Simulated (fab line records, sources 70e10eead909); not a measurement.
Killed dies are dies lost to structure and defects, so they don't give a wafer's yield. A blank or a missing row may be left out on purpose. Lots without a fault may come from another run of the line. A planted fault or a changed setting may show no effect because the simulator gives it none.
fab line records | flow nand_harc
record lots=6 wafers=18 last_day=34
route steps=1302 shown A_DECK1_JOINT@530
lots that met no fault: from a run of the same line without faults
start_h: hours from the record's first day to the start of the lot's first wafer shown | wait_h: hours since the lot's step before | " the same as in the row above | L1.1+2: a row that stands for several wafers | - no value, or no start given | * or withheld: withheld | < > ~ a bound
route shown NAME@n: a module of which the file shows steps, and the number in the route of the first | usual: mean/standard deviation of fault-free wafers | same: alike in all rows | chamber/n: place in a boat | sites: the reading at each site | _std_site: their standard deviation | _edge_site: outer sites' mean less inner sites' | radius_mm: how far each site lies from the wafer's centre | mask NAME#n: copy n | behind: the tool/chamber that last shaped the wafer | hold: why the lot was held/for how many hours/how that ended | device: the transistor (n, p or np) that didn't switch | end of line: the same wafers' tests at the end of the route | a step without rows: its recipe alone | killed: dies lost to structure and defects at the first sort, not the wafer's yield | map: a wafer's dies, x killed, . not, _ none there
set.NAME: the setting as run; set.NAME@STEP: as run at that earlier step | model.NAME: the simulator's own value behind a step, which no gauge read
lots at some steps of the route; a table a step, a row a wafer
services: from which hour (start_h, from the record's first day; less than 0 if before it) a tool's chamber was out of use, for how many hours, and why
## steps
# step NHARC_A_DECK1_JOINT_ETCHBACK_00
# recipe target_depth_a=300 time_s=17.4 hbr_flow_sccm=150 rf_w=350 icp_w=350 bias_w=60 chemistry=HBr
# usual drypump_motor_current_A=6.0/0.44 oes_product_au=1.001/0.013 throttle_valve_pct=23.267/0.0099
# columns lot.wafer tool chamber start_h wait_h drypump_motor_current_A oes_product_au rf_hours_counter_h throttle_valve_pct
L106.1 rie_si-02 0 293.86 0.1 6.0 1.021 0 23.258
L106.4 " 2 " " 5.9 1.006 - 23.275
L106.6 " 0 " " 6.0 1.017 - 23.272
L108.3 rie_si-02 3 306.38 0.1 6.5 0.979 0.1 23.260
L108.5 " 3 " " 6.4 0.982 - 23.274
L108.6 " 2 " " 5.9 0.995 - 23.282
L118.1 rie_si-06 0 389.40 0.1 5.3 0.995 0.9 23.268
L118.4 " 1 " " 5.4 1.012 1.0 23.273
L118.5 " 0 " " 5.3 0.997 - 23.267
L117.2 rie_si-02 1 389.41 0.1 6.4 1.013 0.5 23.282
L117.1 " 3 " " 6.4 0.990 0.7 23.263
L117.5 " 0 " " 6.0 1.024 - 23.250
L125.2 rie_si-02 3 468.87 0.1 6.5 0.981 0.1 23.254
L125.6 " 2 " " 5.9 1.001 - 23.262
L125.5 " 3 " " 6.4 0.981 - 23.278
L126.4 rie_si-02 1 483.51 0.1 6.4 1.009 0.1 23.276
L126.3 " 3 " " 6.4 0.980 0.2 23.248
L126.1 " 0 " " 6.1 1.021 0.1 23.258
# step NHARC_A_DECK1_JOINT_PRECLEAN_30
# recipe time_s=* temp_c=50 bath_age_min=0 chemistry=SC1
# step NHARC_A_DECK1_JOINT_SRD_31
# step NHARC_A_DECK1_JOINT_CVD_34
# recipe target_thk_a=200 temp_c=700 pressure_mtorr=300 material=SiNx
# step NHARC_A_DECK1_JOINT_DEP_06
# recipe target_thk_a=800 temp_c=65 material=SiOx
# step NHARC_A_DECK1_JOINT_CURE_26
# recipe temp_c=150 time_s=32 pressure_atm=0.395
# step NHARC_A_DECK1_JOINT_ANNEAL_27
# recipe temp_c=400 time_s=3600 idle_temp_c=300 ramp_up_c_per_min=10 densification_p_h2o_torr=640
# step NHARC_A_DECK1_JOINT_ANNEAL_28
# recipe temp_c=500 time_s=1800 idle_temp_c=400 ramp_up_c_per_min=10 densification_p_h2o_torr=640
# step NHARC_A_DECK1_JOINT_ANNEAL_29
# recipe temp_c=750 time_s=1800 idle_temp_c=500 ramp_up_c_per_min=10 ramp_down_c_per_min=3
# step NHARC_A_DECK1_JOINT_CMP_02
# recipe material=SiOx
# usual motor_current_A=11.7/1.3 pad_life_wafers=166/110
# columns lot.wafer tool chamber start_h wait_h motor_current_A pad_life_wafers
L106.4 cmp-02 2 318.33 0.4 11.2 271
L106.1 " 0 " " 15.1 273
L106.6 " 2 " " 11.7 -
L108.3 cmp-03 1 336.99 0.4 11.3 271
L108.5 " 0 " " 10.6 -
L108.6 " 1 " " 10.7 -
L118.1 cmp-01 2 417.93 0.4 11.0 120
L118.4 " 0 " " 11.1 122
L118.5 " 2 " " 11.2 -
L117.1 cmp-03 1 417.94 0.4 11.6 198
L117.2 " 2 " " 10.4 199
L117.5 " 1 " " 10.9 -
L125.2 cmp-02 0 491.00 0.4 15.2 174
L125.5 " 0 " " 15.4 -
L125.6 " 1 " " 10.9 -
L126.1 cmp-03 2 505.66 0.4 11.0 168
L126.3 " 3 " " 13.0 169
L126.4 " 1 " " 11.7 171
# step NHARC_A_DECK1_JOINT_SRD_15
# step NHARC_A_DECK1_JOINT_DEP_16
# recipe target_thk_a=450 temp_c=400 pressure_torr=6.5 rf_w=900 teos_flow_sccm=161.4 flow_sccm=2650 target_thk_nm=45 gas=O2 material=SiO2
# usual heater_power_w=534/93 mfc_precursor_sccm=161.4/0.5 rf_fwd_power_W=896/3 throttle_valve_pct=16.3/0.43
# columns lot.wafer tool chamber start_h wait_h heater_power_w mfc_precursor_sccm rf_fwd_power_W throttle_valve_pct
L106.1 pecvd-02 1 318.76 0.1 607 160.5 899 16.2
L106.6 " 2 " " 386 162.3 893 16.3
L106.4 " 0 " " 511 162.2 896 15.5
L108.3 pecvd-04 1 337.42 0.1 497 161.7 896 16.1
L108.6 " 2 " " 551 161.4 895 16.2
L108.5 " 1 " " 515 161.6 896 16.0
L117.2 pecvd-04 1 418.33 0.1 476 161.8 1005 16.1
L117.1 " 0 " " 672 161.8 1004 16.6
L117.5 " 2 " " 560 160.9 1007 16.4
L118.1 pecvd-04 2 418.50 0.3 545 160.9 1002 16.6
L118.5 " 0 " " 610 161.6 999 16.5
L118.4 " 1 " " 454 161.0 1001 16.2
L125.2 pecvd-02 0 491.45 0.1 525 161.2 896 15.8
L125.5 " 2 " " 392 161.0 899 16.4
L125.6 " 0 " " 540 161.1 894 15.3
L126.3 pecvd-01 0 506.06 0.1 606 162.0 894 16.3
L126.1 " 1 " " 454 161.4 906 16.6
L126.4 " 2 " " 460 161.5 899 16.3
# step NHARC_A_DECK1_JOINT_THK_MEAS_17
# recipe thk_meas_gauge=ellipsometry
# usual thk_nm=44.7/1.2
# columns lot.wafer tool chamber start_h wait_h thk_nm
L106.1 film_metro-01 - 318.98 0.2 43.3
L106.4 " - " " 46.5
L106.6 " - " " 45.2
L108.3 film_metro-02 - 337.64 0.2 42.0
L108.5 " - " " 44.3
L108.6 " - " " 44.4
L117.1 film_metro-02 - 418.61 0.2 45.9
L117.2 " - " " 44.5
L117.5 " - " " 45.7
L118.1 film_metro-01 - 418.78 0.3 44.5
L118.4 " - " " 45.0
L118.5 " - " " 45.9
L125.2 film_metro-02 - 491.67 0.2 44.2
L125.5 " - " " 45.8
L125.6 " - " " 46.2
L126.1 film_metro-01 - 506.34 0.2 45.4
L126.3 " - " " 46.0
L126.4 " - " " 47.6
## services
# columns tool chamber start_h hours kind
rie_si-02 3 271.65 7.8 repair
cmp-03 - 272.63 4.0 pm
rie_si-02 - 277.07 9.0 pm
cmp-03 - 278.36 1.0 repair
rie_si-02 1 292.31 22.1 repair
cmp-03 - 301.44 0.4 repair
pecvd-02 2 329.30 8.8 repair
cmp-02 - 330.59 4.0 pm
cmp-03 - 339.98 2.3 repair
cmp-03 - 370.63 4.0 pm
cmp-03 - 377.90 5.3 repair
cmp-02 - 397.16 0.5 repair
rie_si-02 - 407.14 0.5 repair
pecvd-02 - 408.00 13.0 pm
rie_si-02 - 426.88 0.1 repair
cmp-02 - 428.59 4.0 pm
cmp-03 - 437.82 1.6 repair
pecvd-04 - 450.00 13.0 pm
rie_si-02 - 454.07 9.0 pm
cmp-02 - 465.44 1.9 repair
cmp-02 - 467.47 0.8 repair
cmp-03 - 468.63 4.0 pm
pecvd-04 0 482.87 4.0 repair
cmp-02 - 505.00 7.8 repair
## key
first_sign step=NHARC_A_DECK1_JOINT_DEP_16 reading=rf_fwd_power_W direction=up sigmas=35 usual=* struck=*
effect none on later readings
met_at NHARC_A_DECK1_JOINT_DEP_16
struck_wafers L117.1,L117.2,L117.5,L118.1,L118.4,L118.5
tester_left_out L117,L118
fault kind=process_parameter_drift tool=pecvd-04 chamber=- onset_h=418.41 steps=NHARC_A_DECK1_JOINT_DEP_16 channel=rf_w offset=* shape=step end_h=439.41 acts_in=* stated=*
# tester_left_out: of these lots the tester's yield and bins aren't shown, on N5 and GAA mostly nor the transistor test; their killed dies are dies lost to structure and defects alone, not to doping, threshold or leakage, so they don't give the yield
